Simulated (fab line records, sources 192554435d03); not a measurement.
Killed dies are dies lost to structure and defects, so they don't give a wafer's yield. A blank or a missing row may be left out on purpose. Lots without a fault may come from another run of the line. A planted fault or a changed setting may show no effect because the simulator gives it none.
fab line records | flow n5_finfet
record lots=5 wafers=15 last_day=18
route steps=1938 shown BEOL_M1@782 BEOL_M4@1111
lots that met no fault: from a run of the same line without faults
start_h: hours from the record's first day to the start of the lot's first wafer shown | wait_h: hours since the lot's step before | " the same as in the row above | L1.1+2: a row that stands for several wafers | - no value, or no start given | * or withheld: withheld | < > ~ a bound
route shown NAME@n: a module of which the file shows steps, and the number in the route of the first | usual: mean/standard deviation of fault-free wafers | same: alike in all rows | chamber/n: place in a boat | sites: the reading at each site | _std_site: their standard deviation | _edge_site: outer sites' mean less inner sites' | radius_mm: how far each site lies from the wafer's centre | mask NAME#n: copy n | behind: the tool/chamber that last shaped the wafer | hold: why the lot was held/for how many hours/how that ended | device: the transistor (n, p or np) that didn't switch | end of line: the same wafers' tests at the end of the route | a step without rows: its recipe alone | killed: dies lost to structure and defects at the first sort, not the wafer's yield | map: a wafer's dies, x killed, . not, _ none there
set.NAME: the setting as run; set.NAME@STEP: as run at that earlier step | model.NAME: the simulator's own value behind a step, which no gauge read
lots at some steps of the route; a table a step, a row a wafer
services: from which hour (start_h, from the record's first day; less than 0 if before it) a tool's chamber was out of use, for how many hours, and why
## steps
# step N5_BEOL_M1_SOFTBAKE_23
# recipe temp_c=110 time_s=60 resist=CAR-EUV
# step N5_BEOL_M1_EXPOSE_25
# recipe mask_id=V0 na=0.33 source_shape=quasar sigma_inner=0.2 sigma_outer=0.8 polarization=unpolarized defocus_nm=5 target_cd_nm=24 dose_mj=63
# step N5_BEOL_M1_PEB_26
# recipe peb_temp_c=100 peb_time_s=60 resist=CAR-EUV
# step N5_BEOL_M1_DEVELOP_27
# recipe develop_time_s=30 developer=TMAH resist=CAR-EUV rinse_liquid=surfactant_rinse dry=air_spin dev_temp_c=23
# step N5_BEOL_M1_CD_MEAS_28
# recipe landing_energy_ev=500 detector=se_inlens target_cd_y_nm=23.3
# usual cd_nm=23.90/0.23
# same landing_energy_ev=500
# columns lot.wafer tool chamber start_h wait_h cd_nm
L891.1 cd_sem-01 0 160.56 - 23.92
L891.5 " 0 " " 23.79
L891.6 " 0 " " 23.94
L892.2 cd_sem-01 0 163.91 - 23.77
L892.5 " 0 " " 23.82
L892.6 " 0 " " 24.08
L893.1 cd_sem-03 0 166.90 - 23.56
L893.3 " 0 " " 23.53
L893.4 " 0 " " 23.89
L902.1 cd_sem-03 0 218.13 - 24.19
L902.3 " 0 " " 24.00
L902.5 " 0 " " 24.35
L908.1 cd_sem-02 0 257.52 - 23.89
L908.3 " 0 " " 23.73
L908.5 " 0 " " 23.90
# step N5_BEOL_M1_OVL_MEAS_29
# recipe points_per_wafer=522
# usual V0_OVL=-0.4/0.63
# columns lot.wafer tool chamber start_h wait_h V0_OVL[nm]
L891.1 overlay-01 0 160.59 0.0 -1.1
L891.5 " 0 " " -1.6
L891.6 " 0 " " -1.1
L892.2 overlay-01 0 163.95 0.0 -0.5
L892.5 " 0 " " -1.0
L892.6 " 0 " " -0.8
L893.1 overlay-02 0 166.94 0.0 -0.1
L893.3 " 0 " " 0.2
L893.4 " 0 " " -0.8
L902.1 overlay-01 0 218.16 0.0 -0.5
L902.3 " 0 " " -0.3
L902.5 " 0 " " 0.3
L908.1 overlay-02 0 257.56 0.0 0.3
L908.3 " 0 " " -0.3
L908.5 " 0 " " -1.2
# step N5_BEOL_M1_INSPECT_30
# recipe mode=adi inspect_instrument=brightfield
# usual raw_defect_count=348/75
# columns lot.wafer tool chamber start_h wait_h raw_defect_count
L891.1 defect_inspect-01 - 160.65 0.1 472
L891.5 " - " " 381
L891.6 " - " " 432
L892.2 defect_inspect-01 - 164.00 0.0 194
L892.5 " - " " 309
L892.6 " - " " 377
L893.1 defect_inspect-02 - 166.99 0.1 402
L893.3 " - " " 265
L893.4 " - " " 417
L902.1 defect_inspect-01 - 218.22 0.1 301
L902.3 " - " " 303
L902.5 " - " " 401
L908.1 defect_inspect-02 - 257.61 0.1 411
L908.3 " - " " 353
L908.5 " - " " 330
# step N5_BEOL_M1_DESCUM_33
# recipe chemistry=O2 time_s=7 source_power_w=50 bias_power_w=20 pressure_mtorr=20 rf_frequency_hz=2.712e+07 temp_c=40 resist=CAR-EUV o2_flow_sccm=225
# usual drypump_motor_current_A=5.8/0.38 o2_flow_sccm=225.0/0.65 oes_product_au=0.75/0.072 rf_vpp_V=243.4/1.2 showerhead_plenum_p_Torr=2.10/0.061 throttle_valve_pct=20.51/0.27
# columns lot.wafer tool chamber start_h wait_h drypump_motor_current_A o2_flow_sccm oes_product_au rf_hours_counter_h rf_vpp_V showerhead_plenum_p_Torr throttle_valve_pct
L891.1 rie_diel-03 0 160.69 0.0 6.2 225.1 0.69 228 243.3 2.17 20.88
L891.5 " 0 " " 6.2 224.8 0.70 - 245.0 2.17 20.89
L891.6 " 1 " " 5.7 224.8 0.71 - 244.9 2.15 20.43
L892.2 rie_diel-04 0 164.04 0.0 6.1 225.6 0.87 62 242.5 2.13 20.02
L892.5 " 3 " " 5.3 224.9 0.74 - 244.0 2.17 20.72
L892.6 " 0 " " 6.1 224.6 0.87 - 243.6 2.13 20.00
L893.1 rie_diel-04 1 167.03 0.0 6.3 225.2 0.75 140 246.1 2.17 20.32
L893.3 " 2 " " 6.4 226.1 0.69 229 243.1 2.14 20.68
L893.4 " 0 " " 6.1 225.6 0.86 63 243.4 2.13 20.01
L902.1 rie_diel-03 3 218.25 0.0 6.3 224.2 0.93 9 244.1 2.15 20.00
L902.3 " 2 " " 5.7 223.4 0.82 83 243.1 2.04 20.35
L902.5 " 0 " " 6.2 225.6 0.69 - 243.3 2.16 20.92
L908.1 rie_diel-06 2 257.82 0.2 5.5 225.9 0.78 103 242.1 2.02 20.40
L908.3 " 3 " " 6.0 223.7 0.70 222 241.3 1.97 20.72
L908.5 " 1 " " 5.3 225.6 0.74 - 243.0 2.10 20.62
# step N5_BEOL_M1_ETCH_77
# recipe chemistry=N2/H2 target=underlayer target_depth_a=65 mask_material=CAR-EUV time_s=5.2 ion_energy_ev=200 pressure_mtorr=30 source_w=840 bias_w=150 n2_flow_sccm=200 h2_flow_sccm=200 ends=cleared
# usual drypump_motor_current_A=5.8/0.38 etch_rf_on_time_s=5.30/0.17 oes_product_au=0.64/0.063 rf_vpp_V=524.1/2.5 showerhead_plenum_p_Torr=2.56/0.077 throttle_valve_pct=17.93/0.29
# columns lot.wafer tool chamber start_h wait_h drypump_motor_current_A etch_rf_on_time_s oes_product_au rf_hours_counter_h rf_vpp_V showerhead_plenum_p_Torr throttle_valve_pct
L891.1 rie_diel-03 0 160.72 0.0 6.2 5.28 0.60 228 525.5 2.62 18.23
L891.5 " 0 " " 6.2 5.33 0.59 - 525.5 2.62 18.25
L891.6 " 1 " " 5.7 5.49 0.59 - 526.8 2.64 18.04
L892.2 rie_diel-04 0 164.07 0.0 6.1 5.34 0.73 62 527.0 2.59 17.51
L892.5 " 3 " " 5.3 5.33 0.63 - 526.3 2.64 18.19
L892.6 " 0 " " 6.1 5.39 0.73 - 523.1 2.59 17.50
L893.1 rie_diel-04 1 167.06 0.0 6.3 5.33 0.64 140 527.7 2.64 17.69
L893.3 " 2 " " 6.5 5.08 0.59 229 524.5 2.63 18.27
L893.4 " 0 " " 6.1 5.37 0.73 63 525.9 2.59 17.47
L902.1 rie_diel-03 3 218.29 0.0 6.3 5.49 0.78 9 525.0 2.60 17.36
L902.3 " 2 " " 5.7 5.04 0.70 83 521.5 2.46 17.61
L902.5 " 0 " " 6.2 5.26 0.59 - 524.5 2.61 18.30
L908.1 rie_diel-06 2 257.86 0.0 5.4 5.06 0.67 103 520.8 2.46 17.80
L908.3 " 3 " " 6.0 5.38 0.59 222 518.8 2.42 18.20
L908.5 " 1 " " 5.3 5.46 0.61 - 523.0 2.54 18.02
# step N5_BEOL_M1_ETCH_69
# recipe chemistry=CF4 target=SiARC target_depth_a=156 mask_material=CAR-EUV time_s=26 ion_energy_ev=80 pressure_mtorr=40 source_w=545 bias_w=36 Ar_flow_sccm=100 cf4_flow_sccm=100 ends=cleared
# usual drypump_motor_current_A=5.8/0.37 etch_rf_on_time_s=26.5/0.85 oes_product_au=0.64/0.062 rf_vpp_V=184.2/1.1 showerhead_plenum_p_Torr=2.15/0.059 throttle_valve_pct=15.69/0.29
# columns lot.wafer tool chamber start_h wait_h drypump_motor_current_A etch_rf_on_time_s oes_product_au rf_hours_counter_h rf_vpp_V showerhead_plenum_p_Torr throttle_valve_pct
L891.1 rie_diel-03 0 160.74 0.0 6.2 26.7 0.59 228 186.5 2.19 15.93
L891.5 " 0 " " 6.2 26.2 0.60 - 185.1 2.19 15.95
L891.6 " 1 " " 5.7 27.4 0.58 - 184.1 2.22 15.80
L892.2 rie_diel-04 0 164.09 0.0 6.1 27.1 0.73 62 183.2 2.17 15.16
L892.5 " 3 " " 5.4 26.7 0.63 - 183.5 2.21 15.89
L892.6 " 0 " " 6.1 27.0 0.73 - 184.6 2.17 15.17
L893.1 rie_diel-04 1 167.08 0.0 6.3 26.7 0.64 140 185.8 2.23 15.60
L893.3 " 2 " " 6.4 25.6 0.58 229 184.0 2.19 15.91
L893.4 " 0 " " 6.1 26.7 0.72 63 185.2 2.17 15.18
L902.1 rie_diel-03 3 218.30 0.0 6.3 27.7 0.78 9 183.1 2.18 15.10
L902.3 " 2 " " 5.7 25.4 0.70 83 182.1 2.09 15.46
L902.5 " 0 " " 6.2 26.7 0.58 - 183.2 2.19 15.98
L908.1 rie_diel-06 2 257.88 0.0 5.5 25.4 0.68 103 183.5 2.07 15.56
L908.3 " 3 " " 6.0 27.1 0.58 222 182.8 2.03 15.98
L908.5 " 1 " " 5.3 27.4 0.61 - 184.2 2.14 15.67
# step N5_BEOL_M1_ALD_98
# recipe material=SiO2 target_thk_a=25 temp_c=100 ald_precursor_family=BDEAS ald_co_reactant=O2-plasma pulse_time_s=1 co_reactant_pulse_time_s=1 purge_time_s=2 co_reactant_purge_time_s=2 ald_cycles=17 pressure_torr=2
# usual heater_power_w=76/6 precursor_pulse_height_rel=1.001/0.018
# columns lot.wafer tool chamber start_h wait_h heater_power_w precursor_pulse_height_rel
L891.1 ald_sin-01 2 161.68 0.9 91 0.996
L891.5 " 0 " " 78 0.990
L891.6 " 3 " " 76 0.965
L892.2 ald_sin-02 2 164.19 0.1 72 0.979
L892.5 " 0 " " 67 0.991
L892.6 " 1 " " 72 0.982
L893.1 ald_sin-01 3 167.16 0.1 77 0.979
L893.3 " 0 " " 76 1.014
L893.4 " 1 " " 73 1.030
L902.1 ald_sin-03 0 218.39 0.1 78 0.996
L902.3 " 1 " " 77 1.018
L902.5 " 3 " " 73 1.003
L908.1 ald_sin-02 0 257.96 0.1 69 1.017
L908.3 " 2 " " 70 0.991
L908.5 " 1 " " 75 1.003
# step N5_BEOL_M1_ETCHBACK_99
# recipe chemistry=CHF3 target=SiO2 target_depth_a=50 time_s=10.4 source_w=215 bias_w=47 Ar_flow_sccm=200 CHF3_flow_sccm=12 ion_energy_ev=100 pressure_mtorr=30
# usual drypump_motor_current_A=5.9/0.4 oes_f_703_au=0.76/0.072 oes_product_au=0.76/0.075 rf_vpp_V=241/3.5 showerhead_plenum_p_Torr=2.18/0.061 throttle_valve_pct=17.14/0.29
# columns lot.wafer tool chamber start_h wait_h drypump_motor_current_A oes_f_703_au oes_product_au rf_hours_counter_h rf_vpp_V showerhead_plenum_p_Torr throttle_valve_pct
L891.1 rie_diel-03 0 168.58 6.8 6.2 0.70 0.69 231 245 2.21 17.44
L891.5 " 2 " " 5.7 0.84 0.84 - 242 2.12 16.97
L891.6 " 1 " " 5.7 0.68 0.69 - 237 2.22 17.19
L892.2 rie_diel-04 2 168.66 4.4 6.4 0.68 0.69 229 242 2.20 17.38
L892.5 " 3 " " 5.3 0.73 0.74 - 239 2.23 17.38
L892.6 " 2 " " 6.4 0.68 0.68 - 242 2.21 17.37
L893.1 rie_diel-03 1 171.73 4.5 5.7 0.67 0.69 197 237 2.22 17.20
L893.3 " 0 " " 6.2 0.70 0.69 232 243 2.21 17.41
L893.4 " 1 " " 5.7 0.68 0.69 - 238 2.22 17.19
L902.1 rie_diel-04 2 221.16 2.7 6.4 0.68 0.67 247 242 2.20 17.41
L902.3 " 3 " " 5.3 0.72 0.72 200 241 2.22 17.41
L902.5 " 1 " " 6.3 0.74 0.73 - 241 2.26 17.20
L908.1 rie_diel-03 2 263.08 5.1 5.7 0.81 0.81 96 241 2.11 17.04
L908.3 " 3 " " 6.4 0.87 0.89 23 243 2.19 16.60
L908.5 " 2 " " 5.7 0.81 0.80 - 240 2.11 17.00
# step N5_BEOL_M1_ETCH_70
# recipe chemistry=N2/H2 target=SOC target_depth_a=800 overetch_a=160 mask_material=SiARC temp_c=40 time_s=120 ion_energy_ev=200 pressure_mtorr=30 source_w=840 bias_w=150 n2_flow_sccm=200 h2_flow_sccm=200
# usual drypump_motor_current_A=5.9/0.4 oes_product_au=0.58/0.055 rf_vpp_V=524.6/2.1 showerhead_plenum_p_Torr=2.58/0.072 throttle_valve_pct=17.87/0.29
# columns lot.wafer tool chamber start_h wait_h drypump_motor_current_A oes_product_au rf_hours_counter_h rf_vpp_V showerhead_plenum_p_Torr throttle_valve_pct model.SiARC_of_BEOL_M1_COAT_68.thk_nm
L891.1 rie_diel-03 0 168.61 0.0 6.2 0.54 231 524.1 2.62 18.21 6.4
L891.5 " 2 " " 5.7 0.62 - 519.9 2.47 17.54 6
L891.6 " 1 " " 5.7 0.54 - 526.6 2.64 18.00 6.8
L892.2 rie_diel-04 2 168.69 0.0 6.4 0.52 229 527.2 2.63 18.21 6.4
L892.5 " 3 " " 5.3 0.57 - 526.3 2.64 18.15 6.6
L892.6 " 2 " " 6.4 0.53 - 527.2 2.63 18.20 6.4
L893.1 rie_diel-03 1 171.77 0.0 5.8 0.54 197 526.7 2.64 18.01 6.8
L893.3 " 0 " " 6.2 0.54 232 525.1 2.62 18.21 6.4
L893.4 " 1 " " 5.8 0.54 - 527.3 2.64 18.01 6.8
L902.1 rie_diel-04 2 221.20 0.0 6.3 0.51 247 524.8 2.62 18.23 8.4
L902.3 " 3 " " 5.3 0.56 200 525.1 2.63 18.18 6.6
L902.5 " 1 " " 6.3 0.56 - 526.8 2.64 17.68 6.8
L908.1 rie_diel-03 2 263.11 0.0 5.7 0.61 96 520.3 2.46 17.59 6.2
L908.3 " 3 " " 6.4 0.69 23 524.4 2.59 17.34 6.6
L908.5 " 2 " " 5.7 0.61 - 519.7 2.46 17.58 6
# step N5_BEOL_M1_STRIP_71
# recipe chemistry=N2/H2 temp_c=40 n2_flow_sccm=200 h2_flow_sccm=200 rf_frequency_hz=6e+07
# step N5_BEOL_M1_STRIP_78
# recipe chemistry=N2/H2 temp_c=40 n2_flow_sccm=200 h2_flow_sccm=200 rf_frequency_hz=6e+07
# step N5_BEOL_M1_VIA_ETCH_34
# recipe chemistry=C4F6/O2 target_depth_a=678 mask_material=SOC pressure_mtorr=15 ion_energy_ev=250 taper_deg=4 time_s=64.4 source_w=350 bias_w=170 Ar_flow_sccm=300 C4F6_flow_sccm=10 O2_flow_sccm=10
# usual O2_flow_sccm=10.003/0.028 drypump_motor_current_A=5.9/0.4 oes_f_703_au=0.76/0.074 oes_product_au=0.76/0.075 rf_vpp_V=665/9.5 showerhead_plenum_p_Torr=2.88/0.078 throttle_valve_pct=30.8/0.32
# columns lot.wafer tool chamber start_h wait_h O2_flow_sccm drypump_motor_current_A oes_f_703_au oes_product_au rf_hours_counter_h rf_vpp_V showerhead_plenum_p_Torr throttle_valve_pct model.BEOL_M1.cd_nm
L891.1 rie_diel-03 0 168.71 0.0 10.012 6.2 0.71 0.68 231 675 2.92 31.1 18
L891.5 " 2 " " 10.026 5.7 0.84 0.84 - 664 2.80 30.9 18.2
L891.6 " 1 " " 10.032 5.7 0.67 0.70 - 657 2.93 30.8 17.8
L892.2 rie_diel-04 2 168.79 0.0 10.004 6.4 0.69 0.69 229 669 2.91 31.0 17.8
L892.5 " 3 " " 9.958 5.3 0.73 0.74 - 663 2.94 31.0 17.6
L892.6 " 2 " " 10.013 6.4 0.69 0.69 - 672 2.91 31.0 17.8
L893.1 rie_diel-03 1 171.87 0.0 10.004 5.7 0.67 0.69 197 657 2.93 30.8 17.6
L893.3 " 0 " " 10.036 6.2 0.70 0.69 232 675 2.92 31.2 17.8
L893.4 " 1 " " 10.046 5.7 0.67 0.69 - 657 2.93 30.8 17
L902.1 rie_diel-04 2 221.30 0.0 9.970 6.4 0.67 0.67 247 671 2.90 31.0 17.6
L902.3 " 3 " " 10.026 5.3 0.72 0.73 200 662 2.93 31.0 18
L902.5 " 1 " " 10.051 6.3 0.73 0.73 - 663 2.98 30.9 17.8
L908.1 rie_diel-03 2 263.21 0.0 10.021 5.7 0.81 0.81 96 663 2.78 30.9 18.8
L908.3 " 3 " " 9.928 6.3 0.87 0.89 23 669 2.89 30.2 18.2
L908.5 " 2 " " 10.044 5.7 0.81 0.80 - 664 2.78 30.9 18.6
# step N5_BEOL_M1_STRIP_83
# recipe chemistry=C4F6/O2 resist=SiARC rf_frequency_hz=6e+07
# step N5_BEOL_M4_RC_MEAS_101
# usual DIBL_N=36.3/1.8 DIBL_P=36.5/2.1 IOFF_N=0.16/0.031 IOFF_P=0.22/0.038 ION_N=677/12 ION_P=466/7.8 SS_N=71.5/0.61 SS_P=73.2/0.7 VT_N=249/3 VT_P=-248.9/3
# columns lot.wafer tool chamber start_h wait_h DIBL_N[mV/V] DIBL_P[mV/V] IOFF_N[nA/um] IOFF_P[nA/um] ION_N[uA/um] ION_P[uA/um] SS_N[mV/dec] SS_P[mV/dec] VT_N[mV] VT_P[mV]
L893.1 prober-02 0 216.87 0.0 37.0 39.4 0.22 0.31 692 484 71.1 73.6 242 -241.3
L893.3 " 0 " " 37.5 40.0 0.22 0.31 707 490 71.5 73.4 241 -240.8
L893.4 " 0 " " 36.3 38.1 0.19 0.28 680 473 71.8 73.4 246 -241.1
L892.2 prober-01 0 229.85 0.2 37.1 36.9 0.16 0.22 669 460 72.0 73.5 251 -249.3
L892.5 " 0 " " 34.6 33.6 0.13 0.17 677 467 71.5 72.5 252 -251.9
L892.6 " 0 " " 38.5 37.9 0.19 0.25 669 463 72.2 73.8 246 -248.2
L891.1 prober-01 0 231.55 0.0 37.1 37.3 0.17 0.22 687 468 71.6 74.1 249 -250.1
L891.5 " 0 " " 37.0 37.4 0.17 0.21 682 462 72.2 74.7 251 -251.6
L891.6 " 0 " " 37.4 38.0 0.18 0.22 686 465 71.5 74.3 251 -249.1
L902.1 prober-01 0 267.18 0.0 37.1 36.5 0.16 0.24 671 467 70.6 73.2 250 -246.0
L902.3 " 0 " " 37.5 36.2 0.16 0.23 686 464 71.1 73.2 247 -248.2
L902.5 " 0 " " 35.2 33.4 0.12 0.18 653 451 70.8 71.9 255 -251.4
L908.1 prober-01 0 316.30 0.0 35.0 35.3 0.14 0.22 685 479 71.6 73.0 251 -248.2
L908.3 " 0 " " 36.7 37.8 0.17 0.25 675 471 71.2 73.9 249 -245.9
L908.5 " 0 " " 34.5 35.2 0.14 0.21 689 477 71.6 72.5 250 -250.0
## services
# columns tool chamber start_h hours kind
rie_diel-03 3 166.76 - clean
rie_diel-03 3 166.76 - consumable_replace:focus_ring
rie_diel-03 3 166.76 20.0 scheduled_down
rie_diel-03 3 166.76 20.0 vent_cycle
ald_sin-03 - 178.89 14.0 pm
ald_sin-03 0 178.89 14.0 vent_cycle
ald_sin-03 1 178.89 14.0 vent_cycle
ald_sin-03 2 178.89 14.0 vent_cycle
ald_sin-03 - 197.04 1.2 repair
rie_diel-06 0 211.47 8.5 repair
ald_sin-03 - 212.50 1.6 repair
rie_diel-03 0 224.48 - clean
rie_diel-03 0 224.48 - consumable_replace:focus_ring
rie_diel-03 0 224.48 20.7 scheduled_down
rie_diel-03 0 224.48 20.7 vent_cycle
ald_sin-03 - 231.84 14.6 pm
rie_diel-04 2 234.06 - clean
rie_diel-04 2 234.06 - consumable_replace:focus_ring
rie_diel-04 2 234.06 14.5 scheduled_down
rie_diel-04 2 234.06 14.5 vent_cycle
ald_sin-01 - 234.57 1.6 repair
ald_sin-03 - 254.36 0.9 repair
ald_sin-02 3 258.88 16.6 repair
ald_sin-01 1 260.23 6.8 repair
## key
first_sign none at tools or gauges
model_effect step=N5_BEOL_M1_ETCH_70 value=SiARC_of_BEOL_M1_COAT_68.thk_nm without=6.4 struck=8.4
model_effect step=N5_BEOL_M1_VIA_ETCH_34 value=BEOL_M1.cd_nm without=18.4 struck=17.6
met_at N5_BEOL_M1_ETCH_70
struck_wafers L902.1
sort_left_out L902.1
onset_between 168.69 221.20
fault kind=process_parameter_drift tool=rie_diel-04 chamber=- onset_h=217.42 steps=N5_BEOL_M1_ETCH_70 channel=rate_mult offset=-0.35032 shape=step end_h=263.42 scope=struck_wafers_only
# sort_left_out: the simulated sort isn't trusted on such a fault, so these wafers' sort isn't shown, and their yield isn't known
